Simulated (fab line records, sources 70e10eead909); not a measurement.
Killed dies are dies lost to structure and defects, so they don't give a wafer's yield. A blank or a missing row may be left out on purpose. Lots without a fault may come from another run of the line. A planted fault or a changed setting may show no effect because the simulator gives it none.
Tool commonality check | flow nand_harc | 2 lots, 6 wafers sampled

WHY IT WAS OPENED
At NHARC_END_SORT_01 the reading killed_at_array is flagged on 2 of 2 lots. Wafers without a fault read 29, standard deviation 12.
Rule: a lot is flagged when every wafer of it that has a number lies more than 4 standard deviations from that mean, or none has a number. The other lots count as sound.

lot  | measured     | on        | killed_at_array, wafer by wafer | flag
L855 | day 23 16:32 | prober-02 | 676 674 671                     | FLAGGED
L856 | day 24 00:22 | prober-01 | 661 663 666                     | FLAGGED
The numbers of the flagged lots are 668 on average: +640 against the usual, or +53 standard deviations.

WHICH TOOL RAN EACH LOT
The record holds 4 process steps before the reading, out of a route of 1159 steps. In each cell: the tool, then ch and the chambers that the sampled wafers went through, then the start.
lot  | flag    | NHARC_A_STAIRCASE_ALD_420        | NHARC_A_STAIRCASE_DESCUM_443       | NHARC_A_STAIRCASE_ETCH_444         | NHARC_A_STAIRCASE_STRIP_475
L855 | FLAGGED | ald_hk-03 ch 1,2,3, day 16 07:38 | rie_diel-05 ch 0,1,2, day 17 18:05 | rie_diel-05 ch 0,1,2, day 17 18:10 | rie_diel-05 ch 0,1,2, day 23 16:32 or earlier
L856 | FLAGGED | ald_hk-01 ch 0,1,3, day 16 08:06 | rie_diel-02 ch 1,2,3, day 17 18:16 | rie_diel-02 ch 0,2,3, day 17 19:04 | rie_diel-12 ch 0,1,2, day 24 00:22 or earlier
What these steps do:
- NHARC_A_STAIRCASE_ALD_420: deposits SiO2, target thk 20 nm, pulse time 6 s, ald cycles 200.
- NHARC_A_STAIRCASE_DESCUM_443: chemistry O2, time 3 s.
- NHARC_A_STAIRCASE_ETCH_444: etches the open film in C4F8/O2, target depth 10200 nm, time 3400 s.
- NHARC_A_STAIRCASE_STRIP_475: strips in O2, time 20 s.
- NHARC_END_SORT_01

FLAGGED OVER TOTAL, TOOL BY TOOL (the gauges that took the reading come last)
step                         | tool        | lots run | flagged | share of the flagged lots | sound lots run after its first flagged lot
NHARC_A_STAIRCASE_ALD_420    | ald_hk-01   | 1        | 1       | some                      | 0
NHARC_A_STAIRCASE_ALD_420    | ald_hk-03   | 1        | 1       | some                      | 0
NHARC_A_STAIRCASE_DESCUM_443 | rie_diel-02 | 1        | 1       | some                      | 0
NHARC_A_STAIRCASE_DESCUM_443 | rie_diel-05 | 1        | 1       | some                      | 0
NHARC_A_STAIRCASE_ETCH_444   | rie_diel-02 | 1        | 1       | some                      | 0
NHARC_A_STAIRCASE_ETCH_444   | rie_diel-05 | 1        | 1       | some                      | 0
NHARC_A_STAIRCASE_STRIP_475  | rie_diel-05 | 1        | 1       | some                      | 0
NHARC_A_STAIRCASE_STRIP_475  | rie_diel-12 | 1        | 1       | some                      | 0
NHARC_END_SORT_01            | prober-01   | 1        | 1       | some                      | 0
NHARC_END_SORT_01            | prober-02   | 1        | 1       | some                      | 0
NHARC_A_STAIRCASE_STRIP_475 gives no start for some lots, so the hours and the order of its lots are those of NHARC_END_SORT_01.

WHAT THE TABLE ALLOWS
No row of the table ran every flagged lot.

WHAT THE SIMULATOR HAD PUT IN
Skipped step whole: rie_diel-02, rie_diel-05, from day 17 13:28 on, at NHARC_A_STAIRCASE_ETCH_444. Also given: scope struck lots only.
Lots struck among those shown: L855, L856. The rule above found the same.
